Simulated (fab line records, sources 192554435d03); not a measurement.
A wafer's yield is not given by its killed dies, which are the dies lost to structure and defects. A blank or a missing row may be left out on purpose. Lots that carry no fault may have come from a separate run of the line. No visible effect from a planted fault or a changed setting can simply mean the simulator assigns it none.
Which tool is to blame?	flow n5-finfet	24 lots, 72 wafers sampled, at 2 steps of a route of 1938

== WHAT THE GAUGES SHOWED, per wafer ==
N5_BEOL_M2_CD_MEAS_35: target cd 18 nm, target cd y 22.2 nm. Usual: 17.9 nm for cd-nm, sd 0.35.
lot	measured	on	cd-nm (nm)	flag
L075	day 7 10:59	cd-sem-02	18.2 18.0 18.2	
L074	day 7 11:11	cd-sem-03	17.7 18.0 18.5	
L076	day 7 14:26	cd-sem-01	17.9 17.9 17.9	
L078	day 7 14:30	cd-sem-01	17.6 17.7 18.3	
L077	day 7 18:58	cd-sem-03	18.1 17.9 17.5	
L080	day 8 10:07	cd-sem-02	17.9 17.6 17.7	
L079	day 8 10:06	cd-sem-01	17.6 17.7 18.0	
L081	day 9 04:42	cd-sem-01	17.9 17.4 17.8	
L082	day 9 21:51	cd-sem-01	17.8 17.5 17.7	
L083	day 9 21:57	cd-sem-01	18.0 17.7 18.2	
L084	day 10 22:42	cd-sem-02	17.7 17.9 18.1	
L085	day 11 19:03	cd-sem-03	18.0 17.7 17.6	
L087	day 11 22:41	cd-sem-01	18.6 17.7 18.1	
L086	day 11 22:57	cd-sem-01	18.2 18.0 18.0	
L089	day 12 02:22	cd-sem-03	17.5 17.5 17.8	
L090	day 12 05:19	cd-sem-01	18.2 17.8 18.1	
L088	day 12 08:16	cd-sem-02	18.6 18.7 18.6	
L092	day 12 13:18	cd-sem-03	18.1 18.2 18.5	
L091	day 12 11:40	cd-sem-03	18.8 18.0 18.0	
L093	day 12 17:02	cd-sem-02	17.7 17.9 17.6	
L094	day 12 20:20	cd-sem-02	17.7 17.7 17.9	
L095	day 12 20:25	cd-sem-02	17.6 17.7 18.6	
L096	day 13 00:19	cd-sem-03	17.2 18.4 18.4	
L097	day 13 03:26	cd-sem-02	17.9 17.8 17.8	

== WHAT TOOL EACH LOT RAN ON (gives the tool, then ch and the chambers of the sampled wafers, and finally the start) ==
lot	N5_BEOL_M2_ETCH_77
L075	rie-diel-05 ch 0,1,2, day 7 08:28
L074	rie-diel-05 ch 0,1,2, day 7 08:35
L076	rie-diel-03 ch 1,2,3, day 7 09:38
L078	rie-diel-05 ch 0,1,2, day 7 12:34
L077	rie-diel-05 ch 0,1,2, day 7 15:32
L080	rie-diel-01 ch 1,2,3, day 8 04:46
L079	rie-diel-01 ch 1,3, day 8 06:05
L081	rie-diel-01 ch 0,1,2, day 9 02:58
L082	rie-diel-03 ch 1,2,3, day 9 04:10
L083	rie-diel-03 ch 1,2, day 9 10:31
L084	rie-diel-05 ch 0,2,3, day 9 23:26
L085	rie-diel-05 ch 1,2,3, day 10 06:26
L087	rie-diel-03 ch 0,1,2, day 10 15:46
L086	rie-diel-03 ch 1,2, day 10 18:45
L089	rie-diel-03 ch 0,1,2, day 10 21:50
L090	rie-diel-03 ch 0,1, day 10 22:04
L088	rie-diel-03 ch 1,2, day 11 00:14
L092	rie-diel-05 ch 0,1,3, day 11 05:10
L091	rie-diel-03 ch 0,1,2, day 11 08:34
L093	rie-diel-03 ch 2,3, day 11 11:40
L094	rie-diel-03 ch 0,2,3, day 11 11:51
L095	rie-diel-01 ch 1,2,3, day 11 21:11
L096	rie-diel-05 ch 1,2,3, day 12 18:19
L097	rie-diel-01 ch 0,1,3, day 12 18:55
- N5_BEOL_M2_ETCH_77: etches underlayer in N2/H2, target depth 6.5 nm, time 5.2 s.

== WHAT THE TOOLS THEMSELVES READ (means of the sampled wafers that have a number; where no wafer has one, the mark that the record gives instead) ==
N5_BEOL_M2_ETCH_77. Usual: bias-w 150.0 W, standard deviation 0.49; chamber-pressure-mTorr 30.00 mTorr, standard deviation 0.038; drypump-motor-current-A 6.0 A, standard deviation 0.5; etch-rf-on-time-s 5.16 s, standard deviation 0.11; h2-flow-sccm 199.9 sccm, standard deviation 0.57; n2-flow-sccm 200.0 sccm, standard deviation 0.56; oes-product-au 0.70 a.u., standard deviation 0.057; rf-vpp-V 523.7 V, standard deviation 2.5; showerhead-plenum-p-Torr 2.54 Torr, standard deviation 0.082; throttle-valve-pct 17.80 %, standard deviation 0.22.
lot	tool	bias-w (W)	chamber-pressure-mTorr (mTorr)	drypump-motor-current-A (A)	etch-rf-on-time-s (s)	h2-flow-sccm (sccm)	n2-flow-sccm (sccm)	oes-product-au (a.u.)	rf-vpp-V (V)	showerhead-plenum-p-Torr (Torr)	throttle-valve-pct (%)	flag
L075	rie-diel-05	149.9	29.98	5.7	5.10	199.9	199.9	0.74	524.1	2.57	17.75	
L074	rie-diel-05	150.3	29.98	5.7	5.12	200.1	200.3	0.74	524.6	2.57	17.73	
L076	rie-diel-03	149.7	29.97	6.3	5.20	200.0	199.8	0.69	526.0	2.60	17.96	
L078	rie-diel-05	150.0	30.00	5.7	5.09	200.1	200.1	0.73	525.1	2.57	17.77	
L077	rie-diel-05	149.6	29.96	5.7	5.10	200.2	200.1	0.73	524.0	2.57	17.74	
L080	rie-diel-01	149.9	30.00	5.7	5.10	199.7	199.8	0.66	520.8	2.48	17.68	
L079	rie-diel-01	149.9	30.02	6.0	5.06	200.5	199.6	0.70	520.5	2.44	17.59	
L081	rie-diel-01	150.2	30.03	6.0	5.21	200.3	200.0	0.65	522.8	2.52	17.80	
L082	rie-diel-03	149.6	30.02	6.3	5.22	199.8	200.3	0.68	525.8	2.59	17.97	
L083	rie-diel-03	150.1	29.98	6.6	5.18	200.1	200.0	0.72	525.9	2.58	17.71	
L084	rie-diel-05	150.1	30.03	5.5	5.14	200.4	200.1	0.70	524.6	2.56	17.71	
L085	rie-diel-05	149.9	29.97	5.8	5.11	200.6	199.8	0.73	524.5	2.53	17.69	
L087	rie-diel-03	150.0	30.01	6.4	5.19	199.6	200.2	0.70	524.4	2.54	17.86	
L086	rie-diel-03	149.7	30.03	6.7	5.12	200.4	200.6	0.71	525.1	2.57	17.82	
L089	rie-diel-03	150.3	30.01	6.4	5.12	199.9	199.9	0.70	524.6	2.54	17.88	
L090	rie-diel-03	150.6	29.99	6.3	5.25	199.7	200.1	0.70	524.3	2.54	17.78	
L088	rie-diel-03	150.1	29.97	6.5	5.19	199.8	199.4	0.71	525.4	2.58	17.74	
L092	rie-diel-05	150.2	29.99	5.7	5.14	199.8	199.9	0.74	523.9	2.51	17.58	
L091	rie-diel-03	149.8	30.03	6.4	5.18	199.3	200.2	0.69	522.6	2.54	17.86	
L093	rie-diel-03	150.4	29.99	6.3	5.12	200.5	200.2	0.75	523.7	2.58	17.92	
L094	rie-diel-03	150.1	30.03	6.1	5.13	200.4	200.2	0.74	523.8	2.55	17.99	
L095	rie-diel-01	150.1	29.99	5.7	5.16	199.4	200.2	0.64	522.1	2.47	17.74	
L096	rie-diel-05	150.2	30.01	5.8	5.19	200.1	200.3	0.71	523.3	2.52	17.70	
L097	rie-diel-01	150.1	30.00	5.9	5.20	199.4	199.5	0.65	520.6	2.40	17.73	

== THE ANSWER, worked out from the rows above alone ==
Rule: take the mean of a lot's wafers that have a number; if it is more than 3 standard deviations from the usual mean, the lot is off. Also off: a lot with no number at a reading for which 4 or more lots have one. The other lots that the step has rows for count as sound. The gauges are gone through in route order, then the tools' own readings, and for those a lot's mean is taken as printed above. At the first step where some lot is off, the reading lying furthest off is the one used; lots without a number count as furthest.
Nothing can be told from this: no lot is off at any reading shown.

== WHAT HAD BEEN PUT IN BY THE SIMULATOR ==
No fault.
